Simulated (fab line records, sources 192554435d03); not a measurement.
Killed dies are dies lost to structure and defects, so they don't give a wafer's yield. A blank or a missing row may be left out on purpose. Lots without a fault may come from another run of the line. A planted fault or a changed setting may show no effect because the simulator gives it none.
Problem report in the 8D (eight disciplines) form, filled by code | flow n5_finfet | the parts of the form that need people (team, actions taken, sign-off) are left out

1. THE PROBLEM
spin_speed_rpm at N5_DUMMY_GATE_COAT_28 reads a mean of 1345.1 rpm on 9 wafers of 3 lots; wafers without a fault read 1500.0 rpm with a standard deviation of 1. That is -99 or more standard deviations from the usual mean.
The step: time 60 s, resist thk 10 nm.
First seen on wafer L377.3, day 4 17:40, on litho_track-02. The record holds 21 wafers of 7 lots with a number at this step. Rule for "out", or "out of limits": more than 4 standard deviations from the usual mean. The other wafers with a number count as sound.

2. WHAT IT IS AND WHAT IT IS NOT
question                    | is                     | is not
which readings at this step | spin_speed_rpm         | plate_temp_C
which lots                  | L377, L378, L379       | L375, L390, L391, L392
which wafers of those lots  | all that have a number | -
read on which tools         | litho_track-02         | litho_track-01, litho_track-05
when                        | from day 4 17:40       | up to then (3 sound wafers); but 9 sound wafers of L390, L391, L392 came after

3. SUSPECTS, AND WHAT RULES EACH OUT
Counting: a tool at a process step up to the reading stays a suspect if it ran every lot that is out and no sound lot after the first of them.
- litho_track-02 at N5_DUMMY_GATE_COAT_28 (time 60 s, resist thk 10 nm): ruled out as a lasting fault. Sound lots L392 ran on it after its first lot that is out, L377 (day 4 17:40).
Left after counting: nothing in the record.

4. THE CAUSE (what the simulator had put in)
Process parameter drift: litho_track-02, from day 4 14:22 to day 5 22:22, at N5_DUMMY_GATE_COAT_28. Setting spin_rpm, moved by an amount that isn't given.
Counting ruled it out, wrongly.

5. THE CHAIN OF EFFECTS, in route order
Each row: a reading whose mean over the struck wafers that have a number lies more than 3 standard deviations from the usual. Only readings for which the record gives a usual standard deviation are gone through. hours: the time from each lot's start at the first step in this table that gives one to its start at this step, as a median over the lots. sigmas: the change in usual standard deviations.
hours | step                  | reading        | usual      | on struck wafers | change | sigmas
0     | N5_DUMMY_GATE_COAT_28 | spin_speed_rpm | 1500.0 rpm | 1345.1           | -154.9 | -99 or more
The process steps in it:
- N5_DUMMY_GATE_COAT_28: time 60 s, resist thk 10 nm.
Later measuring or inspecting steps at which every struck wafer that the step has a row for has a number for every such reading, and none has moved that far: N5_BEOL_M4_RC_MEAS_101.

6. WHAT WOULD HAVE CAUGHT IT SOONER
In this record the first reading out of limits was taken at day 4 17:40, 3 hours after the fault began at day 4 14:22.
